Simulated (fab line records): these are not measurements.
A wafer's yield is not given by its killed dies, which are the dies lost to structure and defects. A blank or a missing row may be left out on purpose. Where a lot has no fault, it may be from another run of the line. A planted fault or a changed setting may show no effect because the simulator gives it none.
Which tool is to blame?	flow nandHarc	69 wafers from 23 lots sampled at 6 of the route's 1302 steps

WHAT THE GAUGES READ, wafer by wafer
The record lacks any reading of a measuring or inspecting step that a usual standard deviation could be used to judge.

TOOL THAT RAN EACH LOT (tool first, then ch and the chambers of the sampled wafers, then the start)
lot	NHARC_A_STAIRCASE_TRIM_14	NHARC_A_STAIRCASE_ETCH_15	NHARC_A_STAIRCASE_TRIM_18	NHARC_A_STAIRCASE_DESCUM_186	NHARC_A_STAIRCASE_ETCH_201	NHARC_A_STAIRCASE_DESCUM_252
L074	rieDiel-11 ch 1,2,3, day 15 20:15 or earlier	rieDiel-11 ch 0,2, day 15 20:15 or earlier	rieDiel-11 ch 0,1, day 15 20:15 or earlier	rieDiel-11 ch 1,3, day 15 20:15	rieDiel-11 ch 0,1,2, day 16 08:02 or earlier	rieDiel-13 ch 1,2, day 16 08:02
L075	rieDiel-11 ch 0,3, day 16 09:07 or earlier	rieDiel-11 ch 0,2,3, day 16 09:07 or earlier	rieDiel-11 ch 1,3, day 16 09:07 or earlier	rieDiel-13 ch 0,1,2, day 16 09:07	rieDiel-13 ch 1,2,3, day 16 16:41 or earlier	rieDiel-13 ch 1,2, day 16 16:41
L076	rieDiel-13 ch 0,1,3, day 17 02:58 or earlier	rieDiel-13 ch 1,2,3, day 17 02:58 or earlier	rieDiel-13 ch 0,1,3, day 17 02:58 or earlier	rieDiel-11 ch 0,1,2, day 17 02:58	rieDiel-13 ch 0,1,3, day 17 10:22 or earlier	rieDiel-13 ch 0,1,3, day 17 10:22
L077	rieDiel-11 ch 0,2,3, day 17 03:15 or earlier	rieDiel-11 ch 0,2,3, day 17 03:15 or earlier	rieDiel-11 ch 1,2, day 17 03:15 or earlier	rieDiel-04 ch 1,2,3, day 17 03:15	rieDiel-11 ch 1,2,3, day 17 11:23 or earlier	rieDiel-13 ch 0,1,3, day 17 11:23
L078	rieDiel-11 ch 0,2,3, day 17 14:30 or earlier	rieDiel-11 ch 1,3, day 17 14:30 or earlier	rieDiel-11 ch 0,1,2, day 17 14:30 or earlier	rieDiel-11 ch 0,2,3, day 17 14:30	rieDiel-04 ch 1,2,3, day 17 21:55 or earlier	rieDiel-13 ch 1,3, day 17 21:55
L079	rieDiel-11 ch 0,1,3, day 18 15:16 or earlier	rieDiel-11 ch 0,3, day 18 15:16 or earlier	rieDiel-11 ch 0,1,3, day 18 15:16 or earlier	rieDiel-13 ch 2,3, day 18 15:16	rieDiel-13 ch 0,3, day 19 00:55 or earlier	rieDiel-04 ch 0,1,3, day 19 00:55
L080	rieDiel-11 ch 1,2, day 18 15:24 or earlier	rieDiel-11 ch 2,3, day 18 15:24 or earlier	rieDiel-11 ch 0,1,2, day 18 15:24 or earlier	rieDiel-04 ch 1,2, day 18 15:24	rieDiel-04 ch 0,1, day 18 23:29 or earlier	rieDiel-11 ch 0,1,3, day 18 23:29
L081	rieDiel-13 ch 0,3, day 19 00:06 or earlier	rieDiel-13 ch 0,2, day 19 00:06 or earlier	rieDiel-13 ch 0,3, day 19 00:06 or earlier	rieDiel-11 ch 0,1, day 19 00:06	rieDiel-04 ch 2,3, day 19 09:53 or earlier	rieDiel-04 ch 2,3, day 19 09:53
L082	rieDiel-04 ch 0,1,2, day 19 09:31 or earlier	rieDiel-04 ch 0,2,3, day 19 09:31 or earlier	rieDiel-04 ch 2,3, day 19 09:31 or earlier	rieDiel-04 ch 2,3, day 19 09:31	rieDiel-04 ch 0,1, day 19 18:23 or earlier	rieDiel-04 ch 0,1,3, day 19 18:23
L083	rieDiel-13 ch 2,3, day 19 19:49 or earlier	rieDiel-13 ch 0,2, day 19 19:49 or earlier	rieDiel-13 ch 2,3, day 19 19:49 or earlier	rieDiel-11 ch 1,2,3, day 19 19:49	rieDiel-11 ch 0,1,3, day 20 03:41 or earlier	rieDiel-13 ch 1,3, day 20 03:41
L084	rieDiel-13 ch 1,2, day 20 05:48 or earlier	rieDiel-13 ch 0,2,3, day 20 05:48 or earlier	rieDiel-13 ch 0,3, day 20 05:48 or earlier	rieDiel-13 ch 2,3, day 20 05:48	rieDiel-13 ch 0,1,3, day 20 13:58 or earlier	rieDiel-04 ch 1,2, day 20 13:58
L085	rieDiel-13 ch 0,2,3, day 20 06:13 or earlier	rieDiel-13 ch 0,3, day 20 06:13 or earlier	rieDiel-13 ch 0,1,3, day 20 06:13 or earlier	rieDiel-13 ch 0,3, day 20 06:13	rieDiel-13 ch 0,3, day 20 14:55 or earlier	rieDiel-11 ch 1,2, day 20 14:55
L087	rieDiel-04 ch 0,3, day 20 20:07 or earlier	rieDiel-04 ch 0,2,3, day 20 20:07 or earlier	rieDiel-04 ch 0,1,3, day 20 20:07 or earlier	rieDiel-11 ch 2,3, day 20 20:07	rieDiel-11 ch 0,1,3, day 21 03:22 or earlier	rieDiel-13 ch 0,2,3, day 21 03:22
L086	rieDiel-04 ch 0,1,3, day 20 20:40 or earlier	rieDiel-04 ch 0,3, day 20 20:40 or earlier	rieDiel-04 ch 0,1,3, day 20 20:40 or earlier	rieDiel-13 ch 1,2,3, day 20 20:40	rieDiel-13 ch 0,2,3, day 21 05:08 or earlier	rieDiel-13 ch 0,2,3, day 21 05:08
L088	rieDiel-04 ch 0,1,3, day 21 19:39 or earlier	rieDiel-04 ch 1,2,3, day 21 19:39 or earlier	rieDiel-04 ch 1,3, day 21 19:39 or earlier	rieDiel-11 ch 1,2, day 21 19:39	rieDiel-13 ch 0,1, day 22 03:03 or earlier	rieDiel-13 ch 1,2, day 22 03:03
L089	rieDiel-13 ch 1,2, day 22 12:41 or earlier	rieDiel-13 ch 0,2,3, day 22 12:41 or earlier	rieDiel-13 ch 0,3, day 22 12:41 or earlier	rieDiel-11 ch 2,3, day 22 12:41	rieDiel-11 ch 0,2, day 22 20:19 or earlier	rieDiel-04 ch 1,2,3, day 22 20:19
L090	rieDiel-13 ch 1,2, day 22 12:50 or earlier	rieDiel-13 ch 1,2, day 22 12:50 or earlier	rieDiel-13 ch 0,1,2, day 22 12:50 or earlier	rieDiel-13 ch 2,3, day 22 12:50	rieDiel-13 ch 1,2,3, day 22 20:56 or earlier	rieDiel-04 ch 0,2,3, day 22 20:56
L092	rieDiel-11 ch 0,1, day 23 14:56 or earlier	rieDiel-11 ch 0,2,3, day 23 14:56 or earlier	rieDiel-11 ch 0,3, day 23 14:56 or earlier	rieDiel-11 ch 0,3, day 23 14:56	rieDiel-11 ch 0,1,2, day 23 23:19 or earlier	rieDiel-04 ch 0,1,3, day 23 23:19
L091	rieDiel-13 ch 2,3, day 23 15:02 or earlier	rieDiel-13 ch 0,2, day 23 15:02 or earlier	rieDiel-13 ch 0,2,3, day 23 15:02 or earlier	rieDiel-11 ch 0,2, day 23 15:02	rieDiel-04 ch 0,3, day 23 23:48 or earlier	rieDiel-04 ch 0,1,3, day 23 23:48
L094	rieDiel-04 ch 0,1, day 25 08:01 or earlier	rieDiel-04 ch 0,1, day 25 08:01 or earlier	rieDiel-04 ch 0,1, day 25 08:01 or earlier	rieDiel-04 ch 0,1, day 25 08:01	rieDiel-13 ch 1,2,3, day 25 17:11 or earlier	rieDiel-04 ch 0,2,3, day 25 17:11
L095	rieDiel-11 ch 0,1,3, day 25 07:12 or earlier	rieDiel-11 ch 0,2, day 25 07:12 or earlier	rieDiel-11 ch 0,1,2, day 25 07:12 or earlier	rieDiel-13 ch 1,3, day 25 07:12	rieDiel-11 ch 0,1, day 25 14:42 or earlier	rieDiel-04 ch 0,1,3, day 25 14:42
L096	rieDiel-04 ch 0,1, day 25 14:23 or earlier	rieDiel-04 ch 0,1, day 25 14:23 or earlier	rieDiel-04 ch 0,1, day 25 14:23 or earlier	rieDiel-11 ch 1,2,3, day 25 14:23	rieDiel-04 ch 0,2,3, day 25 22:22 or earlier	rieDiel-11 ch 0,1,3, day 25 22:22
L097	rieDiel-04 ch 0,1,3, day 26 01:26 or earlier	rieDiel-04 ch 2,3, day 26 01:26 or earlier	rieDiel-04 ch 1,2, day 26 01:26 or earlier	rieDiel-11 ch 0,3, day 26 01:26	rieDiel-04 ch 0,3, day 26 08:37 or earlier	rieDiel-04 ch 0,1,2, day 26 08:37
- NHARC_A_STAIRCASE_TRIM_14: chemistry O2, time 211.2 s.
- NHARC_A_STAIRCASE_ETCH_15: etches the open film in C4F8/O2, target depth 100 nm, time 40.5 s.
- NHARC_A_STAIRCASE_TRIM_18: chemistry O2, time 211.2 s.
- NHARC_A_STAIRCASE_DESCUM_186: chemistry O2, time 3 s.
- NHARC_A_STAIRCASE_ETCH_201: etches the open film in C4F8/O2, target depth 100 nm, time 40.5 s.
- NHARC_A_STAIRCASE_DESCUM_252: chemistry O2, time 3 s.

AS READ BY THE TOOLS THEMSELVES (means over the sampled wafers that have a number; for cases with no such wafer, the mark the record gives instead)
NHARC_A_STAIRCASE_TRIM_14.
lot	tool	drypumpMotorCurrentA (A)	oesProductAu (a.u.)	rfVppV (V)	showerheadPlenumPTorr (Torr)	throttleValvePct (%)
L074	rieDiel-11	5.6	0.995	57.8	3.64	17.034
L075	rieDiel-11	5.4	1.001	58.0	3.60	17.028
L076	rieDiel-13	5.9	1.007	57.8	3.53	17.036
L077	rieDiel-11	5.6	1.001	57.1	3.59	17.044
L078	rieDiel-11	5.6	1.004	58.2	3.58	17.032
L079	rieDiel-11	5.5	0.998	58.7	3.48	17.044
L080	rieDiel-11	5.8	0.989	57.8	3.62	17.036
L081	rieDiel-13	6.2	1.006	58.1	3.44	17.035
L082	rieDiel-04	5.5	0.994	56.9	3.49	17.042
L083	rieDiel-13	5.9	1.004	57.6	3.52	17.039
L084	rieDiel-13	5.3	0.997	57.6	3.72	17.032
L085	rieDiel-13	6.0	1.005	58.0	3.47	17.051
L087	rieDiel-04	5.6	0.994	58.1	3.40	17.039
L086	rieDiel-04	5.5	1.002	58.4	3.50	17.021
L088	rieDiel-04	5.5	1.004	58.0	3.50	17.031
L089	rieDiel-13	5.3	0.991	58.0	3.70	17.037
L090	rieDiel-13	5.4	0.997	58.4	3.66	17.031
L092	rieDiel-11	5.7	0.994	57.4	3.52	17.031
L091	rieDiel-13	5.9	1.013	57.7	3.68	17.038
L094	rieDiel-04	5.4	0.999	58.1	3.59	17.039
L095	rieDiel-11	5.5	0.989	58.5	3.63	17.034
L096	rieDiel-04	5.9	1.005	57.7	3.56	17.034
L097	rieDiel-04	5.5	0.995	57.7	3.49	17.042

NHARC_A_STAIRCASE_ETCH_15.
lot	tool	oesProductAu (a.u.)	rfVppV (V)
L074	rieDiel-11	0.953	892
L075	rieDiel-11	0.934	898
L076	rieDiel-13	0.952	897
L077	rieDiel-11	0.947	898
L078	rieDiel-11	0.945	900
L079	rieDiel-11	0.935	899
L080	rieDiel-11	0.930	904
L081	rieDiel-13	0.949	899
L082	rieDiel-04	0.929	892
L083	rieDiel-13	0.949	896
L084	rieDiel-13	0.944	893
L085	rieDiel-13	0.943	890
L087	rieDiel-04	0.938	890
L086	rieDiel-04	0.936	894
L088	rieDiel-04	0.939	891
L089	rieDiel-13	0.932	894
L090	rieDiel-13	0.916	902
L092	rieDiel-11	0.933	904
L091	rieDiel-13	0.952	897
L094	rieDiel-04	0.939	897
L095	rieDiel-11	0.943	903
L096	rieDiel-04	0.940	897
L097	rieDiel-04	0.927	894

NHARC_A_STAIRCASE_TRIM_18.
lot	tool	drypumpMotorCurrentA (A)	oesProductAu (a.u.)	rfVppV (V)	showerheadPlenumPTorr (Torr)	throttleValvePct (%)
L074	rieDiel-11	5.7	0.998	56.9	3.33	17.029
L075	rieDiel-11	5.5	1.006	58.2	3.53	17.034
L076	rieDiel-13	5.9	1.008	57.6	3.53	17.028
L077	rieDiel-11	5.8	0.993	58.5	3.62	17.035
L078	rieDiel-11	5.7	0.996	57.2	3.47	17.041
L079	rieDiel-11	5.5	1.002	57.1	3.48	17.038
L080	rieDiel-11	5.7	0.996	58.4	3.47	17.032
L081	rieDiel-13	6.3	1.009	57.8	3.36	17.030
L082	rieDiel-04	5.3	0.986	56.1	3.30	17.039
L083	rieDiel-13	6.1	1.004	57.3	3.40	17.031
L084	rieDiel-13	6.3	1.007	57.7	3.36	17.040
L085	rieDiel-13	5.9	1.005	58.5	3.52	17.044
L087	rieDiel-04	5.5	1.005	58.4	3.50	17.040
L086	rieDiel-04	5.5	1.006	57.0	3.50	17.036
L088	rieDiel-04	5.1	0.988	57.6	3.42	17.034
L089	rieDiel-13	6.2	1.000	57.9	3.42	17.025
L090	rieDiel-13	5.6	0.992	56.7	3.62	17.045
L092	rieDiel-11	5.5	0.987	58.5	3.77	17.039
L091	rieDiel-13	6.0	1.008	57.7	3.64	17.050
L094	rieDiel-04	5.9	1.003	58.2	3.56	17.027
L095	rieDiel-11	5.7	1.001	58.6	3.62	17.038
L096	rieDiel-04	5.4	1.000	57.6	3.59	17.039
L097	rieDiel-04	5.1	1.000	57.6	3.68	17.034

NHARC_A_STAIRCASE_DESCUM_186.
lot	tool	drypumpMotorCurrentA (A)	oesProductAu (a.u.)	rfVppV (V)	showerheadPlenumPTorr (Torr)	throttleValvePct (%)
L074	rieDiel-11	5.5	1.000	57.3	1.92	11.311
L075	rieDiel-13	5.6	1.003	58.1	1.98	11.315
L076	rieDiel-11	5.7	0.991	57.8	1.88	11.314
L077	rieDiel-04	5.2	1.004	57.2	1.85	11.312
L078	rieDiel-11	5.6	0.994	58.5	1.95	11.314
L079	rieDiel-13	5.9	1.009	57.2	1.91	11.319
L080	rieDiel-04	5.1	1.009	57.8	1.91	11.310
L081	rieDiel-11	5.7	1.002	57.1	1.81	11.315
L082	rieDiel-04	5.2	0.988	57.3	1.79	11.314
L083	rieDiel-11	5.5	0.996	57.5	1.97	11.317
L084	rieDiel-13	5.9	1.001	57.9	1.90	11.313
L085	rieDiel-13	6.3	1.003	58.3	1.81	11.312
L087	rieDiel-11	5.6	0.990	58.3	2.03	11.320
L086	rieDiel-13	5.7	1.001	57.8	1.93	11.299
L088	rieDiel-11	5.8	1.002	57.8	1.96	11.309
L089	rieDiel-11	5.4	1.002	58.0	2.03	11.313
L090	rieDiel-13	5.9	0.996	57.6	1.90	11.314
L092	rieDiel-11	5.5	0.996	58.4	2.06	11.308
L091	rieDiel-11	5.8	1.003	58.2	2.03	11.320
L094	rieDiel-04	5.4	1.006	58.4	1.95	11.318
L095	rieDiel-13	6.0	0.999	58.4	2.06	11.309
L096	rieDiel-11	5.6	0.995	57.6	1.95	11.317
L097	rieDiel-11	5.5	1.006	57.9	2.05	11.303

NHARC_A_STAIRCASE_ETCH_201.
lot	tool	oesProductAu (a.u.)	rfVppV (V)
L074	rieDiel-11	0.939	894
L075	rieDiel-13	0.951	896
L076	rieDiel-13	0.962	896
L077	rieDiel-11	0.940	899
L078	rieDiel-04	0.953	892
L079	rieDiel-13	0.937	890
L080	rieDiel-04	0.943	897
L081	rieDiel-04	0.940	888
L082	rieDiel-04	0.944	900
L083	rieDiel-11	0.933	901
L084	rieDiel-13	0.937	895
L085	rieDiel-13	0.944	889
L087	rieDiel-11	0.947	899
L086	rieDiel-13	0.943	894
L088	rieDiel-13	0.940	902
L089	rieDiel-11	0.942	904
L090	rieDiel-13	0.946	896
L092	rieDiel-11	0.936	900
L091	rieDiel-04	0.940	893
L094	rieDiel-13	0.941	902
L095	rieDiel-11	0.931	899
L096	rieDiel-04	0.928	896
L097	rieDiel-04	0.926	890

NHARC_A_STAIRCASE_DESCUM_252.
lot	tool	drypumpMotorCurrentA (A)	oesProductAu (a.u.)	rfVppV (V)	showerheadPlenumPTorr (Torr)	throttleValvePct (%)
L074	rieDiel-13	5.3	0.994	58.8	2.03	11.310
L075	rieDiel-13	5.4	1.002	58.0	2.01	11.321
L076	rieDiel-13	5.9	1.005	58.1	1.92	11.311
L077	rieDiel-13	5.9	1.005	57.9	1.92	11.307
L078	rieDiel-13	5.5	0.991	57.4	1.96	11.312
L079	rieDiel-04	5.5	0.989	58.5	1.90	11.314
L080	rieDiel-11	5.5	1.000	57.8	1.88	11.303
L081	rieDiel-04	5.3	0.993	57.4	1.78	11.304
L082	rieDiel-04	5.5	0.992	57.2	1.90	11.310
L083	rieDiel-13	6.0	0.995	58.3	1.86	11.310
L084	rieDiel-04	5.1	1.010	56.7	1.90	11.310
L085	rieDiel-11	5.7	1.004	58.1	1.90	11.306
L087	rieDiel-13	6.0	1.000	57.3	1.88	11.307
L086	rieDiel-13	6.0	1.004	57.4	1.88	11.317
L088	rieDiel-13	5.3	0.991	57.9	2.02	11.306
L089	rieDiel-04	5.2	0.996	57.7	1.84	11.313
L090	rieDiel-04	5.6	0.995	57.7	1.82	11.313
L092	rieDiel-04	5.5	0.987	57.5	1.89	11.306
L091	rieDiel-04	5.5	0.999	57.2	1.89	11.313
L094	rieDiel-04	5.6	0.990	57.0	1.93	11.311
L095	rieDiel-04	5.5	0.999	58.0	1.89	11.310
L096	rieDiel-11	5.5	0.989	58.1	1.97	11.312
L097	rieDiel-04	5.5	1.005	57.8	1.98	11.314

THE ANSWER, worked out from the rows above alone
Rule: the usual values come from the lots themselves. Put in order of their means at a reading, lots are off if they are a third of the lots or fewer, leave a main group of 4 or more, and stand apart from it by a gap of 3 or more times the standard deviation of the main group's means; of several such gaps the widest counts. A main group is skipped when, at the precision printed for the reading in the tables above, its means are all equal. Also off: a lot with no number at a reading for which 4 or more lots have one. The other lots that the step has rows for count as sound. After the gauges, taken in route order, come the tools' own readings; for these a lot's mean is taken, as printed above. The first step at which some lot is off is used, and at that step the reading that is off furthest; a lot without a number counts as furthest.
Nothing can be told from this: no lot is off at any reading shown.

WHAT THE SIMULATOR HAD INSERTED
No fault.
